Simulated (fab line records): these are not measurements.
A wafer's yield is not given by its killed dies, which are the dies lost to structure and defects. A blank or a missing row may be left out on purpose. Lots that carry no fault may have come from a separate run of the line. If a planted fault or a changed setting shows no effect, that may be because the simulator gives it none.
Comparing a struck lot with a sound one || flow n5_finfet || 14 steps out of a route of 1938
Sound: wafers L882.2, L882.5, L882.6. The struck wafers were L887.2, L887.3, L887.4. At the end, the cause is stated.
For every step that has rows: the tool of each side, followed by ch and its chambers, followed by its first start. Under that, the readings that differ: sound wafers || struck wafers || difference of the means || sigmas: that difference in standard deviations of wafers without a fault.
alike: same words and numbers on both sides, and readings whose means sit less than 2 such deviations apart. not compared: any withheld reading, any reading some wafer has no value for, any bound like >300 that may hide the same value, and any number with overlapping values for which the record gives no deviation.
Wherever a step has rows on one side only, a row that says differs or no value, or a row with sigmas, the two part there. Non-overlapping numbers with no deviation appear without sigmas and do not part them. Lack of a reading on every wafer of one side parts them only where that side has two or more wafers.

N5_BEOL_M0_SAQP_STRIP_108: strips in N2/H2.
  sound on rie_diel-01 ch 1,2, day 7 04:08; struck on rie_diel-06 ch 1,2,3, day 8 05:43
  alike: drypump_motor_current_A, oes_product_au, rf_vpp_V, showerhead_plenum_p_Torr, throttle_valve_pct
  not compared: rf_hours_counter_h
N5_BEOL_M0_SAQP_RECESS_109: chemistry HF/NH3, target SiO2, target depth 3 nm, afs cycles 1, sublimation time 60 s.
  sound on vapor_etch-01 ch 0,1, day 7 04:11; struck on vapor_etch-01 ch 0,1, day 8 05:46
  alike: drypump_motor_current_A
N5_BEOL_M0_SAQP_SPACER2_ALD_26: deposits SiO2, target thk 15 nm, pulse time 1 s, purge time 2 s.
  sound on ald_sin-02 ch 0,1,3, day 7 04:20; struck on ald_sin-02 ch 0,1,2, day 8 05:55
  alike: heater_power_w, precursor_pulse_height_rel
N5_BEOL_M0_SAQP_SPACER2_ETCHBACK_27: etches SiO2 in CHF3/O2, target depth 22.5 nm, time 11.25 s.
  sound on rie_diel-03 ch 1,2, day 7 04:53; struck on rie_diel-01 ch 0,2,3, day 8 06:29
  alike: O2_flow_sccm, drypump_motor_current_A, oes_ar_750_au, oes_product_au, rf_vpp_V, showerhead_plenum_p_Torr, throttle_valve_pct
  not compared: rf_hours_counter_h
N5_BEOL_M0_SAQP_MANDREL2_REMOVE_110: chemistry HBr/Cl2/O2, target a-Si, stops on SiCN, bt time 10 s.
  sound on rie_si-05 ch 0,2,3, day 7 04:59; struck on rie_si-06 ch 0,1,2, day 8 06:34
  alike: O2_flow_sccm, drypump_motor_current_A, oes_product_au, throttle_valve_pct
  not compared: rf_hours_counter_h
N5_BEOL_M0_SAQP_CD_MEAS_29: target cd 14.4 nm.
  sound on cd_sem-01 ch 0, day 7 05:05; struck on cd_sem-03 ch 0, day 8 06:41
  alike: cd_nm
then, 6 steps without rows for these wafers: N5_BEOL_M0_SAQP_COAT_69 (time 60 s, resist thk 90 nm); N5_BEOL_M0_SAQP_COAT_72 (time 60 s, resist thk 15 nm); N5_BEOL_M0_SAQP_COAT_87 (time 60 s, resist thk 5 nm); N5_BEOL_M0_SAQP_COAT_34 (resist thk 30 nm); N5_BEOL_M0_SAQP_EBR_36; N5_BEOL_M0_SAQP_SOFTBAKE_35 (time 60 s).
N5_BEOL_M0_SAQP_EXPOSE_37: exposes mask M0 CUT1, target cd 30 nm.
  struck on euv_scanner-02, day 8 06:52; sound on euv_scanner-02 ch 0, day 7 05:16
  no value came back on the struck wafers for exposure_dose_mJ_cm2, focus_offset_nm (nm), na, sigma_outer; on the sound wafers exposure_dose_mJ_cm2 reads 44.70 44.69 44.72
  alike: mask
then, 1 step without rows for these wafers: N5_BEOL_M0_SAQP_PEB_38 (peb time 60 s).

== WHERE THEY PART ==
Only at N5_BEOL_M0_SAQP_EXPOSE_37, as far as this record shows.

WHY: whatever the simulator had introduced
Step skipped in full: euv_scanner-02, at N5_BEOL_M0_SAQP_EXPOSE_37, from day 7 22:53 onward. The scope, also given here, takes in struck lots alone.
